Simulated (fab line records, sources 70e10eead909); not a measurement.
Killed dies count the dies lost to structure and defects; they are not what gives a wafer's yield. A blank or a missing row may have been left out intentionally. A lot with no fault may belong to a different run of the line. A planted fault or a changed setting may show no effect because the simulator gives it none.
Struck lot and sound lot, side by side    flow nandHarc    15 out of 1159 route steps
Sound: these wafers, L600.1, L600.2, L600.5. The struck wafers were L609.3, L609.5, L609.6. The cause comes at the end.
Per side, at each step with rows, come the tool, then ch with its chambers, and then its first start. Under that, the readings that differ: sound wafers    struck wafers    difference of the means    sigmas: that difference in standard deviations of wafers without a fault.
alike: readings whose means differ by less than 2 such deviations, and words and numbers that are the same on both sides. not compared: withheld readings, readings that some wafer has no value for, bounds like >300 that may hide the same value, and numbers for which the record gives no deviation and whose values overlap.
The two part at a step that has a row with sigmas, a row that says differs or no value, or rows on one side only. Numbers that don't overlap but have no deviation are shown without sigmas and don't part them. Lack of a reading on every wafer of one side parts them only where that side has two or more wafers.

first, 1 step without rows for these wafers: NHARC_A_CHANNEL_HOLE_D1_ETCH_19 (etches the open film in C4F8/O2/Ar, time 34.5 s).
NHARC_A_CHANNEL_HOLE_D1_ETCH_20: etches the open film in C4F8/O2/Ar, time 361.9 s, target depth 1600 nm.
  sound on harEtch-02 ch 0,1, day 8 21:09; struck on harEtch-01 ch 0,1, day 11 17:14
  alike: c4f8FlowSccm, chamberPressureMTorr, drypumpMotorCurrentA, showerheadPlenumPTorr, tempC, throttleValvePct
  not compared: rfHoursCounterH
then, 2 steps without rows for these wafers: NHARC_A_CHANNEL_HOLE_D1_ETCH_21 (etches the open film in C4F8/O2/Ar, time 514.3 s, target depth 1600 nm); NHARC_A_CHANNEL_HOLE_D1_ETCH_22 (etches the open film in C4F8/O2/Ar, time 666.7 s, target depth 1600 nm).
NHARC_A_CHANNEL_HOLE_D1_ETCH_23: etches the open film in C4F8/O2/Ar, time 819 s, target depth 1600 nm.
  sound on harEtch-02 ch 0,1, day 8 22:29; struck on harEtch-01 ch 0,1, day 11 18:43
reading                       sound                 struck                difference  sigmas
chamberPressureMTorr (mTorr)  19.980 19.969 19.995  20.010 20.046 20.030  +0.047      +2
  alike: c4f8FlowSccm, drypumpMotorCurrentA, showerheadPlenumPTorr, tempC, throttleValvePct
  not compared: rfHoursCounterH
then, 2 steps without rows for these wafers: NHARC_A_CHANNEL_HOLE_D1_ETCH_24 (etches the open film in C4F8/O2/Ar, time 906.2 s, target depth 1500 nm); NHARC_A_CHANNEL_HOLE_D1_ETCH_25 (etches the open film in C4F8/O2/Ar, time 1040.2 s, target depth 1500 nm).
NHARC_A_CHANNEL_HOLE_D1_ETCH_26: etches the open film in C4F8/O2/Ar, time 224.1 s, target depth 300 nm.
  sound on harEtch-02 ch 0,1, day 9 00:50; struck on harEtch-01 ch 0,1, day 11 20:48
  alike: biasV, c4f8FlowSccm, drypumpMotorCurrentA, showerheadPlenumPTorr, tempC, throttleValvePct
  not compared: rfHoursCounterH
NHARC_A_CHANNEL_HOLE_D1_ETCH_33: etches the open film in C4F8/O2/Ar, time 90 s, target depth 400 nm.
  sound on harEtch-02 ch 0,1, day 9 01:02; struck on harEtch-01 ch 0,1, day 11 21:00
  alike: biasV, c4f8FlowSccm, drypumpMotorCurrentA, showerheadPlenumPTorr, tempC, throttleValvePct
  not compared: rfHoursCounterH
then, 3 steps without rows for these wafers: NHARC_A_CHANNEL_HOLE_D1_STRIP_41 (strips in N2/H2); NHARC_A_CHANNEL_HOLE_D1_STRIP_42 (strips in CF4/CHF3); NHARC_A_CHANNEL_HOLE_D1_STRIP_43 (strips in O2/COS).
NHARC_A_CHANNEL_HOLE_D1_ETCH_44: etches the open film in CF4/O2, target depth 140 nm, overetch 14 nm, time 77 s.
  sound on rieDiel-03 ch 0,2, day 9 01:47; struck on rieDiel-03 ch 2,3, day 11 21:39
  no value came back on the struck wafers for any of 7 readings (biasW (W), cf4FlowSccm (sccm) and others); on the sound wafers biasW (W) reads 99.62 100.19 100.08
reading                            sound              struck           difference  sigmas
model.A_CHANNEL_HOLE_D1.cdNm (nm)  91.78 91.41 89.79  98.85 99.87 101  +8.91       
  not compared: rfHoursCounterH
NHARC_A_CHANNEL_HOLE_D1_STRIP_27: strips in O2.
  sound on rieDiel-03 ch 0,3; struck on rieDiel-03 ch 0,1, day 11 21:44
  alike: drypumpMotorCurrentA, oesProductAu, rfVppV, showerheadPlenumPTorr, throttleValvePct
  not compared: rfHoursCounterH
-- jump in the record: it breaks off in module A_CHANNEL_HOLE_D1 and resumes in module END (first step shown: number 1159 of the route), and 10 days separate the struck wafers' starts before and after --
NHARC_END_SORT_01:
  sound on prober-01 ch 0, day 19 04:30; struck on prober-02 ch 0, day 22 04:05
reading        sound     struck                                                             difference                    sigmas
hold           - - -     awaitDispo/2.4h/scrap awaitDispo/2.4h/scrap awaitDispo/2.4h/scrap  no value on the sound wafers  
killedAtArray  18 14 14  676 672 675                                                        +659                          +60
killedDies     26 15 22  677 677 677                                                        +656                          +60
  alike: killedAtOther, killedAtPeriphery, killedOpen, killedShort

## WHERE THEY PART
Earliest at NHARC_A_CHANNEL_HOLE_D1_ETCH_23; latest, in this record, at NHARC_END_SORT_01.

WHY: what the simulator had put in
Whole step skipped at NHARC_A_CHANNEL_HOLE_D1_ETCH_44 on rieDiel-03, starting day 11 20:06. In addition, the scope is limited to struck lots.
